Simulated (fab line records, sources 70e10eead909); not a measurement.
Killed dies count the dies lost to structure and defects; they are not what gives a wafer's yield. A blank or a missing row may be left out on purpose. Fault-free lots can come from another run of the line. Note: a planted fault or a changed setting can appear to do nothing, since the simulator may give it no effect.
fab line records | flow nand-harc | part 2 of 2: steps 39 to 47 of 47
[record] lots = 5 wafers = 15 last-day = 33
route steps=1302 shown P_ZERO_WELL@50 P_STI@69
lots with no fault: from the same line, run without faults
start-h: hours from the record's opening day to when the first of the lot's shown wafers began | wait-h: hours since the lot's step before | " as in the row above | L1.1+2: several wafers, shown together as one row | - value missing, or start not given | * or withheld: withheld | < > ~ a bound
route shown NAME@n: NAME is a module with steps in the file, n the number in the route of the first one | usual: mean/standard deviation of fault-free wafers | same: alike in all rows | chamber/n: place in a boat | sites: the reading at each site | _std_site: the values' standard deviation | _edge_site: inner sites' mean taken away from outer sites' mean | radius-mm: for every site, how far away it sits from the centre of the wafer | mask NAME#n: copy n | behind: the last tool/chamber to shape the wafer | hold: what put the lot on hold/how long, in hours/how the hold closed | device: names the non-switching transistor (n, p or np) | end of line: tests run on the same wafers once the route is complete | a step with no rows: only its recipe | killed: not the wafer's yield, but the dies lost to structure and defects at the first sort | map: per-die view of a wafer (x killed, . not killed, _ where there is no die)
set.NAME: the setting as run; set.NAME@STEP: as run at that earlier step | model.NAME: the simulator's own value behind a step, which no gauge read
lots at selected steps of the route; one table per step, one row per wafer
services: from which hour (start-h, from the record's first day; less than 0 if before it) a tool's chamber was out of use, for how many hours, and why
[[steps]]
[step NHARC_P_STI_ETCH_42]
[recipe] target-depth-a = 800 overetch-a = 240 time-s = 61 ion-energy-ev = 200 n2-flow-sccm = 150 h2-flow-sccm = 150 ar-flow-sccm = 0 rf-w = 400 bias-w = 150 chemistry = N2/H2
[usual] drypump-motor-current-A = 5.8/0.5 oes-product-au = 1.000/0.0072 rf-vpp-V = 430.8/2.9 showerhead-plenum-p-Torr = 2.05/0.1 throttle-valve-pct = 14.171/0.0092
// columns lot.wafer tool chamber start-h wait-h drypump-motor-current-A oes-product-au rf-hours-counter-h rf-vpp-V showerhead-plenum-p-Torr throttle-valve-pct
L074.1 rie-diel-05 2 46.01 0.1 6.1 1.006 9 428.1 1.93 14.166
L074.5 " 2 " " 6.1 1.003 - 428.6 1.93 14.162
L074.4 " 3 " " 5.8 1.004 - 428.5 1.94 14.164
L077.1 rie-diel-05 3 73.85 0.1 5.7 0.999 1 427.8 1.94 14.167
L077.3 " 1 " " 6.8 0.989 0 431.2 2.06 14.183
L077.6 " 0 " " 6.1 1.010 - 436.0 2.20 14.152
L079.2 rie-diel-02 3 94.52 0.1 5.9 0.999 5 432.9 2.12 14.165
L079.3 " 0 " " 4.9 1.002 5 427.2 1.90 14.172
L079.6 " 1 " " 6.4 0.999 - 431.7 2.04 14.178
L094.4 rie-diel-02 0 243.56 0.1 4.8 1.012 2 426.3 1.90 14.169
L094.6 " 3 " " 5.8 1.014 - 431.0 2.11 14.158
L094.5 " 0 " " 4.9 1.004 - 428.0 1.90 14.152
L096.1 rie-diel-13 0 265.74 0.2 5.1 1.008 5 435.7 2.20 14.185
L096.3 " 2 " " 5.4 0.986 4 435.7 2.16 14.189
L096.5 " 0 " " 5.1 1.012 - 434.7 2.20 14.187
[step NHARC_P_STI_ETCH_31]
[recipe] target-depth-a = 1089 time-s = 54.5 cf4-flow-sccm = 100 chf3-flow-sccm = 30 ar-flow-sccm = 0 rf-w = 500 bias-w = 200 chemistry = CF4/CHF3
[usual] drypump-motor-current-A = 5.7/0.5 oes-product-au = 0.964/0.015 rf-vpp-V = 370.7/2.5 showerhead-plenum-p-Torr = 1.58/0.076 throttle-valve-pct = 16.802/0.0091
// columns lot.wafer tool chamber start-h wait-h drypump-motor-current-A oes-product-au rf-hours-counter-h rf-vpp-V showerhead-plenum-p-Torr throttle-valve-pct
L074.1 rie-diel-05 2 - - 6.1 0.962 9 368.1 1.49 16.789
L074.5 " 0 " " 6.1 0.966 - 373.0 1.69 16.794
L074.4 " 3 " " 5.8 0.966 - 368.4 1.51 16.808
L077.3 rie-diel-05 3 - - 5.8 0.978 1 369.0 1.51 16.808
L077.1 " 1 " " 6.8 0.954 0 369.6 1.59 16.808
L077.6 " 3 " " 5.7 0.977 - 367.1 1.51 16.809
L079.2 rie-diel-02 0 - - 4.9 0.975 5 367.2 1.48 16.798
L079.3 " 1 " " 6.4 0.987 5 371.8 1.58 16.796
L079.6 " 0 " " 4.9 0.990 - 367.6 1.48 16.789
L094.4 rie-diel-02 3 - - 5.9 0.958 1 372.2 1.62 16.801
L094.6 " 1 " " 6.4 0.975 - 369.5 1.57 16.797
L094.5 " 2 " " 5.2 0.981 - 367.7 1.50 16.814
L096.3 rie-diel-13 0 - - 5.1 0.964 5 373.0 1.69 16.802
L096.1 " 2 " " 5.4 0.938 4 373.6 1.66 16.795
L096.5 " 0 " " 5.1 0.961 - 372.8 1.69 16.805
[step NHARC_P_STI_ETCH_15]
[recipe] target-depth-a = 3000 taper-deg = 4 time-s = 100.1 hbr-flow-sccm = 150 cl2-flow-sccm = 50 rf-w = 400 icp-w = 400 bias-w = 100 chemistry = HBr/Cl2
[usual] drypump-motor-current-A = 5.8/0.33 oes-product-au = 0.998/0.0086 throttle-valve-pct = 26.405/0.0092
// columns lot.wafer tool chamber start-h wait-h drypump-motor-current-A oes-product-au rf-hours-counter-h throttle-valve-pct
L074.4 rie-si-01 3 46.22 - 6.2 0.989 0.2 26.397
L074.1 " 1 " " 5.6 0.995 0.2 26.403
L074.5 " 0 " " 5.6 0.984 - 26.399
L077.3 rie-si-03 0 74.04 - 6.1 1.001 0.1 26.390
L077.1 " 2 " " 5.7 1.000 0.1 26.398
L077.6 " 0 " " 6.1 1.009 - 26.392
L079.2 rie-si-05 3 94.72 - 5.6 1.002 0.8 26.402
L079.3 " 1 " " 5.7 1.001 1.1 26.399
L079.6 " 3 " " 5.6 1.001 - 26.406
L094.4 rie-si-03 0 243.78 - 6.1 1.007 0.1 26.425
L094.6 " 2 " " 5.6 1.009 - 26.399
L094.5 " 3 " " 5.9 1.012 - 26.401
L096.1 rie-si-01 3 265.93 - 6.2 0.985 0.4 26.394
L096.3 " 2 " " 5.4 0.993 0.4 26.403
L096.5 " 0 " " 5.6 0.996 - 26.397
[step NHARC_P_STI_CD_MEAS_16]
[usual] cd-nm = 199.4/2
// columns lot.wafer tool chamber start-h wait-h cd-nm
L074.1 cd-sem-03 - 46.38 - 202.2
L074.4 " - " " 204.2
L074.5 " - " " 202.7
L077.1 cd-sem-01 - 74.20 - 198.3
L077.3 " - " " 199.4
L077.6 " - " " 202.3
L079.2 cd-sem-02 - 94.86 - 199.3
L079.3 " - " " 201.6
L079.6 " - " " 199.8
L094.4 cd-sem-01 - 243.92 - 197.8
L094.5 " - " " 197.3
L094.6 " - " " 195.8
L096.1 cd-sem-03 - 266.09 - 200.8
L096.3 " - " " 200.9
L096.5 " - " " 199.8
[step NHARC_P_STI_OCD_MEAS_17]
[usual] trench-depth-nm = 299/3.4 trench-foot-cd-nm = 158.0/2.1
// columns lot.wafer tool chamber start-h wait-h trench-depth-nm trench-foot-cd-nm
L074.1 ocd-01 - 46.47 0.1 296 160.7
L074.4 " - " " 295 162.4
L074.5 " - " " 297 160.5
L077.1 ocd-02 - 74.29 0.1 300 155.9
L077.3 " - " " 299 157.9
L077.6 " - " " 301 159.4
L079.2 ocd-02 - 94.95 0.1 300 156.6
L079.3 " - " " 305 157.6
L079.6 " - " " 304 156.6
L094.4 ocd-02 - 244.00 0.1 302 155.8
L094.5 " - " " 303 156.0
L094.6 " - " " 304 154.1
L096.1 ocd-02 - 266.18 0.1 295 160.6
L096.3 " - " " 297 160.2
L096.5 " - " " 297 158.0
[step NHARC_P_STI_STRIP_19]
[recipe] time-s = 900 temp-c = 130 chemistry = SPM
// columns lot.wafer tool chamber start-h wait-h
L074.1+4+5 wet-bench-09 0,3,4 46.54 0.1
L077.1+6+3 wet-bench-06 3,5,6 74.35 0.1
L079.6+2+3 wet-bench-02 3,5,6 95.00 0.0
L094.6+4+5 wet-bench-09 1,4,5 244.05 0.0
L096.1+3+5 wet-bench-02 6,7,1 266.25 0.1
[step NHARC_P_STI_PRECLEAN_32]
[recipe] time-s = * temp-c = 50 bath-age-min = 0 chemistry = SC1
[usual] h2o2-flow-mL-min = 56.62/0.19
// columns lot.wafer tool chamber start-h wait-h h2o2-flow-mL-min
L074.1 wet-bench-09 0 - - 56.41
L074.4 " 3 " " 56.30
L074.5 " 4 " " 56.45
L077.1 wet-bench-06 3 - - 56.47
L077.6 " 5 " " 56.81
L077.3 " 6 " " 56.59
L079.6 wet-bench-02 3 - - 56.50
L079.2 " 5 " " 56.37
L079.3 " 6 " " 56.47
L094.6 wet-bench-09 1 - - 56.49
L094.4 " 4 " " 56.44
L094.5 " 5 " " 56.85
L096.1 wet-bench-02 6 - - 56.68
L096.3 " 7 " " 56.71
L096.5 " 1 " " 56.83
[step NHARC_P_STI_SRD_23]
// columns lot.wafer tool chamber start-h wait-h
L074.1+4+5 wet-bench-09 0,3,4 - -
L077.1+6+3 wet-bench-06 3,5,6 - -
L079.6+2+3 wet-bench-02 3,5,6 - -
L094.6+4+5 wet-bench-09 1,4,5 - -
L096.1+3+5 wet-bench-02 6,7,1 - -
[step NHARC_P_STI_OCD_MEAS_43]
[usual] trench-depth-nm = 299/3.4 trench-foot-cd-nm = 158.0/2.1
// columns lot.wafer tool chamber start-h wait-h trench-depth-nm trench-foot-cd-nm
L074.1 ocd-02 - 47.07 - 297 160.6
L074.4 " - " " 295 162.4
L074.5 " - " " 298 160.3
L077.1 ocd-01 - 74.80 - 300 155.9
L077.3 " - " " 300 157.6
L077.6 " - " " 301 159.4
L079.2 ocd-01 - 95.47 - 300 157.0
L079.3 " - " " 305 157.4
L079.6 " - " " 303 156.7
L094.4 ocd-02 - 244.51 - 303 155.7
L094.5 " - " " 303 155.8
L094.6 " - " " 304 154.3
L096.1 ocd-01 - 266.69 - 295 159.9
L096.3 " - " " 298 160.1
L096.5 " - " " 297 158.9
[[services]]
// columns tool chamber start-h hours kind
wet-bench-06 - 17.60 8.0 pm
rie-diel-02 - 39.70 9.0 pm
rie-diel-05 1 45.84 14.8 repair
litho-track-02 - 52.00 7.0 pm
rie-diel-05 - 52.60 9.0 pm
wet-bench-02 - 68.00 8.0 pm
litho-track-07 - 76.00 7.0 pm
wet-bench-09 - 81.89 1.6 repair
rie-diel-05 1 82.93 2.4 repair
wet-bench-05 - 84.80 8.0 pm
krf-scanner-01 - 92.78 0.5 repair
implanter-01 - 97.23 1.7 repair
litho-track-03 - 100.00 7.0 pm
krf-scanner-01 - 103.90 3.2 repair
krf-scanner-01 - 114.62 0.8 repair
litho-track-05 - 124.01 7.0 pm
krf-scanner-01 - 140.00 4.0 pm
implanter-01 - 156.99 1.2 repair
wet-bench-09 - 176.86 8.0 pm
wet-bench-06 - 193.60 8.0 pm
wet-bench-05 - 197.99 1.9 repair
litho-track-02 - 227.00 7.0 pm
litho-track-07 - 251.00 7.0 pm
wet-bench-05 - 260.80 8.0 pm
